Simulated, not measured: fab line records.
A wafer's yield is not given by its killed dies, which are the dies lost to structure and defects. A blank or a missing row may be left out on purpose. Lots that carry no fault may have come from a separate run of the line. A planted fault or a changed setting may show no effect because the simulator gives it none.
Chamber matching	flow n5Finfet	uvCure-01 running N5_BEOL_M11_CURE_71: 3 sister chambers
The step cures SiCOH lowk, time 240 s. 6 wafers are shown with their chamber, then 7 later ones without.

WAFERS PAIRED WITH THEIR CHAMBERS
wafer	chamber	wafer_temp_C_max	lampPowerPct (%)
L078.5	0	386.2	52.32
L078.6	0	386.0	52.33
L081.3	2	386.7	52.25
L081.5	2	387.6	52.37
L087.1	1	387.3	52.39
L087.3	1	386.8	52.26

WAFERS MISSING THEIR CHAMBER
wafer	wafer_temp_C_max	lampPowerPct (%)
L087.5	386.4	52.22
L086.1	386.7	52.32
L086.2	386.8	52.24
L086.3	386.4	52.36
L097.1	386.6	52.40
L097.2	386.3	52.26
L097.3	386.4	52.31

WHICH CHAMBER EACH WENT THROUGH
wafer	from the rows above	in truth
L087.5	can't be placed: 0 or 1 or 2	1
L086.1	can't be placed: 1 or 2 or 0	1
L086.2	can't be placed: 2 or 1 or 0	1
L086.3	can't be placed: 0 or 1 or 2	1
L097.1	can't be placed: 1 or 0 or 2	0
L097.2	can't be placed: 0 or 1 or 2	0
L097.3	can't be placed: 0 or 1 or 2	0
Correctly placed: 0 of 7. From these rows, 7 cannot be placed; in 7 the true chamber is one of the candidates. Placed wrongly: 0.
How it was worked out, from the rows above alone: a wafer's distance from a chamber is the root of the sum, over the readings, of the square of ((its reading less the chamber's mean) divided by the reading's scatter). If the next closest chamber is less than 2 further off than the closest, the wafer can't be placed; otherwise it belongs to the closest. Each chamber's mean is taken over the wafers shown for it. The scatter is the square root of a quotient: the sum, over the shown wafers, of each reading's squared deviation from its chamber's mean, divided by wafers minus chambers.
